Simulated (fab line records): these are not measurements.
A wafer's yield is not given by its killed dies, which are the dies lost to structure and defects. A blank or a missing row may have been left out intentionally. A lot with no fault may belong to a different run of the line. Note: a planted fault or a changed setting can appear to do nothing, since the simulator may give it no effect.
Chamber matching || flow n5 finfet || N5_BEOL_M9_CURE_71 on uv cure-01 has 3 sister chambers
The step cures SiCOH lowk, time 240 s. 3 wafers are shown with their chamber, then 9 later ones without.

== WAFERS, EACH WITH ITS CHAMBER ==
{"wafer": "L076.6", "chamber": 0, "wafer_temp_C_max": 387.4}
{"wafer": "L083.4", "chamber": 2, "wafer_temp_C_max": 385.7}
{"wafer": "L085.6", "chamber": 1, "wafer_temp_C_max": 387.3}

== WAFERS WITHOUT THEIR CHAMBER ==
{"wafer": "L086.2", "wafer_temp_C_max": 387.5}
{"wafer": "L086.5", "wafer_temp_C_max": 387.3}
{"wafer": "L086.6", "wafer_temp_C_max": 387.2}
{"wafer": "L091.1", "wafer_temp_C_max": 386.6}
{"wafer": "L091.2", "wafer_temp_C_max": 387.2}
{"wafer": "L091.4", "wafer_temp_C_max": 387.7}
{"wafer": "L096.2", "wafer_temp_C_max": 386.8}
{"wafer": "L096.3", "wafer_temp_C_max": 387.3}
{"wafer": "L096.6", "wafer_temp_C_max": 386.5}

== WHICH CHAMBER EACH ONE RAN IN ==
{"wafer": "L086.2", "from the rows above": "can't be placed: 0 or 1", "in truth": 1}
{"wafer": "L086.5", "from the rows above": "can't be placed: 1 or 0", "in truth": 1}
{"wafer": "L086.6", "from the rows above": "can't be placed: 1 or 0", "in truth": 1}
{"wafer": "L091.1", "from the rows above": "can't be placed: 1 or 0 or 2", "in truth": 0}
{"wafer": "L091.2", "from the rows above": "can't be placed: 1 or 0", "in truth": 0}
{"wafer": "L091.4", "from the rows above": "can't be placed: 0 or 1", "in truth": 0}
{"wafer": "L096.2", "from the rows above": "can't be placed: 1 or 0 or 2", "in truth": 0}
{"wafer": "L096.3", "from the rows above": "can't be placed: 1 or 0", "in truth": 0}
{"wafer": "L096.6", "from the rows above": "can't be placed: 1 or 2 or 0", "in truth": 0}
Correctly placed: 0 of 9. Unplaceable from these rows: 9, with the true chamber sitting among the candidates in 9. Number placed wrongly: 0.
How it was worked out, from the rows above alone: a wafer's distance from a chamber is the root of the sum, over the readings, of the square of ((its reading less the chamber's mean) divided by the reading's scatter). The wafer belongs to the nearest chamber; if the next one is less than 2 further off, it can't be placed. A chamber's mean is the mean of its shown wafers. The scatter: with one shown wafer a chamber, the root of the mean of the squares of how far each hidden wafer lies from its nearest shown one.
